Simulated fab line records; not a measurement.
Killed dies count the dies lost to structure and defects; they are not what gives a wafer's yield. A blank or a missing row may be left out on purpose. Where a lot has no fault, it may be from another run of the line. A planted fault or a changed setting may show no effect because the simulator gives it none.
Split-lot study	flow n5-finfet	39 wafers read across 7 lots, on a route 1938 steps long

== THE SPLIT ==
At N5_MIM_BOT_SPUTTER_00 (material TiN, target thk 35 nm, time 89.7 s), the setting target-thk-a was moved away from the recipe's 350 angstrom on 12 of the 39 wafers read, by -26.4% to +35.9%. All remaining wafers had this setting at the recipe value.

The reading comes from the split's own step.

== THE READING ==
TiN_of_MIM_BOT_SPUTTER_00.thk-nm (the simulator's own value, which no gauge read), in nm, at N5_MIM_BOT_SPUTTER_00 (material TiN, target thk 35 nm, time 89.7 s). There is no usual value for it anywhere in the file. Here, 27 wafers ran the recipe; their average is 34.8 nm with a standard deviation of 0.44 nm.

wafer	tool, chamber at the split	target-thk-a as run, angstrom	against the recipe	TiN_of_MIM_BOT_SPUTTER_00.thk-nm, nm	against lot-mates on the recipe
L074.1	pvd-sputter-03, -	350	recipe	34	-
L074.2	pvd-sputter-03, -	450.1	+28.6%	44.8	+10.5
L074.3	pvd-sputter-03, -	450.1	+28.6%	44.8	+10.5
L074.5	pvd-sputter-03, -	450.1	+28.6%	44.8	+10.5
L074.4	pvd-sputter-03, -	350	recipe	34.6	-
L074.6	pvd-sputter-03, -	350	recipe	34.4	-
L078.3	pvd-sputter-03, -	350	recipe	34.2	-
L078.5	pvd-sputter-03, -	350	recipe	35	-
L078.6	pvd-sputter-03, -	350	recipe	35.2	-
L079.1	pvd-sputter-01, -	475.6	+35.9%	48.2	+13.0
L079.2	pvd-sputter-01, -	475.6	+35.9%	47.8	+12.6
L079.4	pvd-sputter-01, -	475.6	+35.9%	47.8	+12.6
L079.3	pvd-sputter-01, -	350	recipe	35.6	-
L079.5	pvd-sputter-01, -	350	recipe	35	-
L079.6	pvd-sputter-01, -	350	recipe	35	-
L083.1	pvd-sputter-02, -	350	recipe	35.2	-
L083.5	pvd-sputter-02, -	350	recipe	35.2	-
L083.2	pvd-sputter-02, -	350	recipe	34.8	-
L083.3	pvd-sputter-02, -	350	recipe	34.8	-
L083.4	pvd-sputter-02, -	350	recipe	34.8	-
L083.6	pvd-sputter-02, -	350	recipe	34.8	-
L084.1	pvd-sputter-03, -	350	recipe	35.2	-
L084.5	pvd-sputter-03, -	350	recipe	35.2	-
L084.2	pvd-sputter-03, -	350	recipe	35	-
L084.3	pvd-sputter-03, -	350	recipe	35	-
L084.6	pvd-sputter-03, -	350	recipe	35	-
L084.4	pvd-sputter-03, -	350	recipe	33.8	-
L087.1	pvd-sputter-03, -	450.5	+28.7%	45.2	+10.5
L087.2	pvd-sputter-03, -	350	recipe	35	-
L087.4	pvd-sputter-03, -	350	recipe	35	-
L087.3	pvd-sputter-03, -	450.5	+28.7%	44.2	+9.5
L087.5	pvd-sputter-03, -	350	recipe	34.2	-
L087.6	pvd-sputter-03, -	450.5	+28.7%	45	+10.3
L088.1	pvd-sputter-02, -	257.7	-26.4%	25.6	-8.7
L088.2	pvd-sputter-02, -	257.7	-26.4%	25.6	-8.7
L088.6	pvd-sputter-02, -	257.7	-26.4%	25.6	-8.7
L088.3	pvd-sputter-02, -	350	recipe	34.6	-
L088.4	pvd-sputter-02, -	350	recipe	34	-
L088.5	pvd-sputter-02, -	350	recipe	34.2	-

THE FIT
A straight line over all 39 wafers: TiN_of_MIM_BOT_SPUTTER_00.thk-nm changes by +0.355 nm for each +1% of target-thk-a; r = +1.00; the points scatter about the line by 0.43 nm.
The same after taking each lot's own level away (the mean of its wafers on the recipe; 39 wafers): +0.35 nm for each +1%; r = +1.00; scatter 0.38 nm.
The reading moves by 13 nm for the largest change in target-thk-a, on that fit.
The lots' own levels span 34.27 to 35.20 nm, that is 2.1 times the standard deviation above.
Hence the lot-to-lot level has little effect on the slope; both slopes agree.
Check: +12.6 nm against its lot-mates is what the line predicts for one of the wafers moved furthest among these (+35.9%) when that wafer is left out of the fit. Against them it came out at +13 nm.

== THE OTHER SPLITS THESE WAFERS WENT THROUGH ==
Before the reading, these wafers also passed through other splits. Each is held against what the fit with the lots' levels taken away leaves over:
other split on the same wafers	wafers away from the commonest value	r with TiN_of_MIM_BOT_SPUTTER_00.thk-nm (lot level and that fit taken away)
N5_DUMMY_GATE_ETCH_44 target-depth-a	12	+0.01
N5_BEOL_M0_SAQP_ETCH_106 target-depth-a	15	+0.17
N5_BEOL_M9_ILD_DEP_00 time-s	12	+0.12
N5_BEOL_M11_ILD_DEP_00 target-thk-a	15	+0.09
N5_BEOL_M12_SPUTTER_44 time-s	15	+0.21

== FILE'S OWN FIT ==
TiN_of_MIM_BOT_SPUTTER_00.thk-nm changes by +0.351 nm for each +1% of target-thk-a, r = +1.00.
